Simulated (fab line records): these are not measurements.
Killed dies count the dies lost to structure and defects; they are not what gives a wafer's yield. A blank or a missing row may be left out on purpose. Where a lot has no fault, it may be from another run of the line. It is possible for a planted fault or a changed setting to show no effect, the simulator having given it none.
Chamber matching | flow n5Finfet | N5_BEOL_M9_ILD_DEP_00 on pecvd-03: 3 sister chambers
The step deposits SiCOH lowk from DEMS/porogen, target thk 308.51 nm, time 58 s. 3 wafers are shown with their chamber, then 12 later ones without.

WAFERS, EACH WITH ITS CHAMBER
wafer  | chamber | throttleValvePct (%)
L088.1 | 0       | 14.5
L088.2 | 1       | 13.3
L088.4 | 2       | 12.9

WAFERS WITH NO CHAMBER GIVEN
wafer  | throttleValvePct (%)
L089.1 | 14.6
L089.4 | 14.4
L089.6 | 13.0
L090.1 | 12.6
L090.3 | 13.3
L090.6 | 13.5
L093.1 | 14.7
L093.2 | 12.9
L093.4 | 13.6
L096.1 | 13.3
L096.2 | 12.7
L096.3 | 14.8

THE CHAMBER EACH PASSED THROUGH
wafer  | from the rows above     | in truth
L089.1 | 0                       | 0
L089.4 | 0                       | 0
L089.6 | can't be placed: 2 or 1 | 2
L090.1 | 2                       | 2
L090.3 | 1                       | 1
L090.6 | 1                       | 1
L093.1 | 0                       | 0
L093.2 | 2                       | 2
L093.4 | 1                       | 1
L096.1 | 1                       | 1
L096.2 | 2                       | 2
L096.3 | 0                       | 0
Correctly placed: 11 of 12. Can't be placed from these rows: 1 (the true chamber is among the candidates in 1). Placed wrongly: 0.
How it was worked out, from the rows above alone: a wafer's distance from a chamber is the root of the sum, over the readings, of the square of ((its reading less the chamber's mean) divided by the reading's scatter). If the next closest chamber is less than 2 further off than the closest, the wafer can't be placed; otherwise it belongs to the closest. For every chamber, the mean is computed from those of its wafers that are shown. The scatter: with one shown wafer a chamber, the root of the mean of the squares of how far each hidden wafer lies from its nearest shown one.
